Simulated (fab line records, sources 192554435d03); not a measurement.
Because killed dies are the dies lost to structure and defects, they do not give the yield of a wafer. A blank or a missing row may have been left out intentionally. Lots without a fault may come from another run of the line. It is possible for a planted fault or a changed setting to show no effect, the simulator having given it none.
Struck lot and sound lot, side by side / flow n5Finfet / 36 out of 1938 route steps
Sound: the wafers L356.1, L356.2, L356.6. Wafers L348.3, L348.5, L348.6 were the ones struck. The cause is given at the end.
Per side, at each step with rows, come the tool, then ch with its chambers, and then its first start. Under that, the readings that differ: sound wafers / struck wafers / difference of the means / sigmas: that difference in standard deviations of wafers without a fault.
alike: readings with means less than 2 such deviations apart, plus words and numbers identical on both sides. not compared: withheld readings, readings lacking a value on some wafer, bounds such as >300 that could conceal the same value, and numbers that have no deviation in the record and whose values overlap.
A row with sigmas, a row that says differs or no value, or rows on one side alone: a step with any of these is where the two part. Numbers that have no deviation but don't overlap get no sigmas and don't part them. A reading missing from all wafers of one side parts the sides only when that side holds two or more wafers.

first, 9 steps without rows for these wafers: N5_BEOL_M4_ANNEAL_95 (time 240 s); N5_BEOL_M4_SPUTTER_96 (material Cu, target thk 4.5 nm, time 8.29 s); N5_BEOL_M4_ECD_50 (material Cu, target thk 300 nm); N5_BEOL_M4_ANNEAL_51 (time 90 s); N5_BEOL_M4_CMP_52 (polishes, stops on SiOC, t overpolish 6.8 s, target thk 40 nm); N5_BEOL_M4_PRE_CLEAN_60 (time 15 s); N5_BEOL_M4_CO_CAP_55 (material Co, precursor CCTBA/H2, target thk 2 nm, time 102.1 s); N5_BEOL_M4_PRE_CLEAN_56 (time 15 s); N5_BEOL_M4_DEP_57 (deposits SiCN from 3MS/NH3, target thk 8 nm, time 14 s).
N5_BEOL_M4_RC_MEAS_101:
  sound on prober-02 ch 0, day 15 05:37; struck on prober-02 ch 0, day 10 22:00
  alike: DIBL_N, DIBL_P, IOFF_N, IOFF_P, ION_N, ION_P, SS_N, SS_P, VT_N, VT_P
then, 24 steps without rows for these wafers: N5_BEOL_M5_ILD_DEP_00 (deposits SiCOH lowk from DEMS/porogen, target thk 140.64 nm, time 25.9 s); N5_BEOL_M5_CURE_79 (cures SiCOH lowk, time 240 s); N5_BEOL_M5_PECVD_70 (deposits SiO2 from TEOS/O2, target thk 16 nm, time 18 s); N5_BEOL_M5_HM_DEP_02 (deposits TiN, target thk 20 nm); N5_BEOL_M5_COAT_59 (time 60 s, resist thk 60 nm); N5_BEOL_M5_COAT_60 (time 60 s, resist thk 12 nm); N5_BEOL_M5_COAT_71 (time 60 s, resist thk 5 nm); N5_BEOL_M5_COAT_05 (resist thk 30 nm); N5_BEOL_M5_EBR_07; N5_BEOL_M5_SOFTBAKE_06 (time 60 s); N5_BEOL_M5_EXPOSE_08 (exposes mask M5, target cd 28 nm); N5_BEOL_M5_PEB_09 (peb time 60 s); N5_BEOL_M5_DEVELOP_10 (develop time 30 s); N5_BEOL_M5_DESCUM_16 (chemistry O2, time 7 s); N5_BEOL_M5_ETCH_72 (etches underlayer in N2/H2, target depth 6.5 nm, time 5.2 s); N5_BEOL_M5_ETCH_61 (etches SiARC in CF4, target depth 15.6 nm, time 26 s); N5_BEOL_M5_ETCH_62 (etches SOC in N2/H2, target depth 75 nm, overetch 15 nm, time 112.5 s); N5_BEOL_M5_STRIP_63 (strips in N2/H2); N5_BEOL_M5_STRIP_73 (strips in N2/H2); N5_BEOL_M5_STRIP_64 (strips in CF4); N5_BEOL_M5_HM_OPEN_17 (chemistry Cl2/BCl3, target TiN, target depth 20 nm, overetch 6 nm); N5_BEOL_M5_STRIP_19 (strips in O2); N5_BEOL_M5_COAT_65 (time 60 s, resist thk 60 nm); N5_BEOL_M5_COAT_66 (time 60 s, resist thk 12 nm).
-- record jumps: 4 days separate the struck wafers' starts on either side; left off in module BEOL_M5, taken up again in module BEOL_M15, whose first shown step is the route's number 1795 --
N5_BEOL_M15_ETCH_57: etches SOC in N2/H2, time 750 s.
  sound on rieDiel-01 ch 0,3, day 19 04:48; struck on rieDiel-06 ch 0,2,3, day 14 15:52
  no value came back on the struck wafers for any of 8 readings (biasW (W), chamberPressureMTorr (mTorr) and others); on the sound wafers biasW (W) reads 349.4 350.4 350.6
  not compared: rfHoursCounterH
N5_PASSIVATION_PROBE_49:
  sound on prober-02, day 20 00:46; struck on prober-02, day 15 14:44
reading=defectLimitedYield (%); sound=92.5; struck=0 0 0; difference=-92; sigmas=-58
reading=killed_at_M4_up; sound=2; struck=1119 1111 1092; difference=+1105; sigmas=+99 or more
reading=killedDies; sound=89; struck=1180 1180 1180; difference=+1091; sigmas=+57
reading=killedOnRim; sound=14; struck=152 152 152; difference=+138; sigmas=+33
reading=sort_bin_4_leakage (%); sound=0.08; struck=0 0 0; difference=+0; sigmas=-5
reading=sort_bin_5_function (%); sound=4.2; struck=97.3 96.4 96.9; difference=+92.7; sigmas=+84
reading=sortNPass; sound=1090; struck=0 0 0; difference=-1090; sigmas=-57
reading=sortYieldPct (%); sound=92.4; struck=0 0 0; difference=-92; sigmas=-58
  alike: killed_at_M0_to_M3, killedAtContacts, killedAtFrontEnd, killedAtOther, killedOpen, killedShort, sort_bin_6_memory

WHERE THEY PART
Last at N5_PASSIVATION_PROBE_49 as far as this record goes, first at N5_BEOL_M15_ETCH_57.

WHY: whatever the simulator had introduced
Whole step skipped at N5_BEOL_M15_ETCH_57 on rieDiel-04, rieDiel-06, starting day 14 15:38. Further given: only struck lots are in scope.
